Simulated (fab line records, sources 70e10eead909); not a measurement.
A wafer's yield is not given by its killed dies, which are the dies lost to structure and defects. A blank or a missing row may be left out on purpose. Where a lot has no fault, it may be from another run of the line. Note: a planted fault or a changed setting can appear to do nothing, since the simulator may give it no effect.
Matching of chambers	flow nand-harc	4 sister chambers for NHARC_A_STAIRCASE_ALD_415 on ald-hk-03
The step deposits SiO2, target thk 30 nm, pulse time 6 s, ald cycles 300. 8 wafers are shown with their chamber, then 8 later ones without.

## WAFERS WITH THEIR CHAMBER
wafer	chamber	heater-power-w (W)	precursor-pulse-height-rel
L123.3	1	452	0.990
L127.3	0	480	1.018
L127.5	3	451	0.988
L127.6	0	473	0.990
L128.1	1	455	0.993
L128.2	2	386	0.999
L128.4	3	464	1.044
L129.1	2	392	0.966

## WAFERS WITH NO CHAMBER GIVEN
wafer	heater-power-w (W)	precursor-pulse-height-rel
L129.3	448	0.966
L129.5	465	1.018
L131.1	491	1.035
L131.2	448	0.972
L131.6	444	1.026
L139.2	382	0.984
L139.4	466	1.040
L139.5	375	1.000

## WHICH CHAMBER EACH ONE RAN IN
wafer	from the rows above	in truth
L129.3	can't be placed: 1 or 3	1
L129.5	can't be placed: 3 or 0 or 1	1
L131.1	0	0
L131.2	can't be placed: 1 or 3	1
L131.6	can't be placed: 1 or 3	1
L139.2	2	2
L139.4	can't be placed: 3 or 0 or 1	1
L139.5	2	2
3 of 8 placed correctly. Can't be placed from these rows: 5 (the true chamber is among the candidates in 5). Number placed wrongly: 0.
How it was worked out, from the rows above alone: a wafer's distance from a chamber is the root of the sum, over the readings, of the square of ((its reading less the chamber's mean) divided by the reading's scatter). The wafer belongs to the nearest chamber; if the next one is less than 2 further off, it can't be placed. Each chamber's mean is taken over the wafers shown for it. How the scatter is found: for the shown wafers, subtract from each reading the mean of its chamber, square and add these, divide the total by (wafers less chambers), then take the root.
